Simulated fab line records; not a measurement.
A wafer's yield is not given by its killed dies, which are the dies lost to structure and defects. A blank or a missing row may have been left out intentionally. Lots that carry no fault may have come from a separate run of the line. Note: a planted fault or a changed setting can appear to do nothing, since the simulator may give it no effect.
Matching of chambers    flow n5_finfet    rie_diel-05 running N5_GATE_CUT_ETCH_19: 4 sister chambers
The step etches SiNx in CH3F/O2, target depth 53.7 nm, time 76.7 s. 16 wafers are shown with their chamber, then 8 later ones without.

== WAFERS WITH THEIR CHAMBER ==
wafer   chamber  drypump_motor_current_A (A)  showerhead_plenum_p_Torr (Torr)  throttle_valve_pct (%)
L078.2  3        5.6                          1.98                             16.17
L078.4  1        5.6                          2.02                             16.31
L078.5  1        5.6                          2.02                             16.31
L080.2  1        5.6                          2.02                             16.30
L080.4  0        6.2                          2.09                             16.62
L080.5  0        6.2                          2.09                             16.64
L083.1  2        5.4                          2.03                             16.14
L083.5  2        5.5                          2.03                             16.13
L083.6  3        5.6                          1.98                             16.19
L086.1  2        5.5                          2.03                             16.14
L086.3  3        5.6                          1.98                             16.21
L086.4  1        5.6                          2.01                             16.33
L087.2  2        5.5                          2.03                             16.15
L087.3  3        5.6                          1.98                             16.19
L087.5  0        6.2                          2.08                             16.65
L093.3  0        6.2                          2.08                             16.68

SIGNATURES (means of the wafers above)
reading                   chamber 0  chamber 1  chamber 2  chamber 3  scatter within a chamber
drypump_motor_current_A   6.200      5.600      5.475      5.600      0.025
showerhead_plenum_p_Torr  2.0850     2.0175     2.0300     1.9800     0.00382
throttle_valve_pct        16.6475    16.3125    16.1400    16.1900    0.0167
Rule: a wafer's distance from a chamber is the root of the sum, over the readings, of the square of ((its reading less the chamber's mean) divided by the reading's scatter). The wafer belongs to the nearest chamber; if the next one is less than 2 further off, it can't be placed. How the scatter is found: for the shown wafers, subtract from each reading the mean of its chamber, square and add these, divide the total by (wafers less chambers), then take the root.

== WAFERS MISSING THEIR CHAMBER ==
wafer   drypump_motor_current_A (A)  showerhead_plenum_p_Torr (Torr)  throttle_valve_pct (%)
L093.4  5.6                          2.01                             16.36
L093.6  5.6                          2.01                             16.35
L094.1  5.6                          2.01                             16.35
L094.5  6.2                          2.08                             16.68
L094.6  5.6                          2.01                             16.34
L096.1  5.5                          2.03                             16.18
L096.5  5.5                          2.03                             16.17
L096.6  6.2                          2.08                             16.69

== CHAMBER TAKEN BY EACH ==
wafer   from the rows above  in truth
L093.4  1                    1
L093.6  1                    1
L094.1  1                    1
L094.5  0                    0
L094.6  1                    1
L096.1  2                    2
L096.5  2                    2
L096.6  0                    0
Placed correctly: 8 of 8. From these rows, 0 cannot be placed. Number placed wrongly: 0.
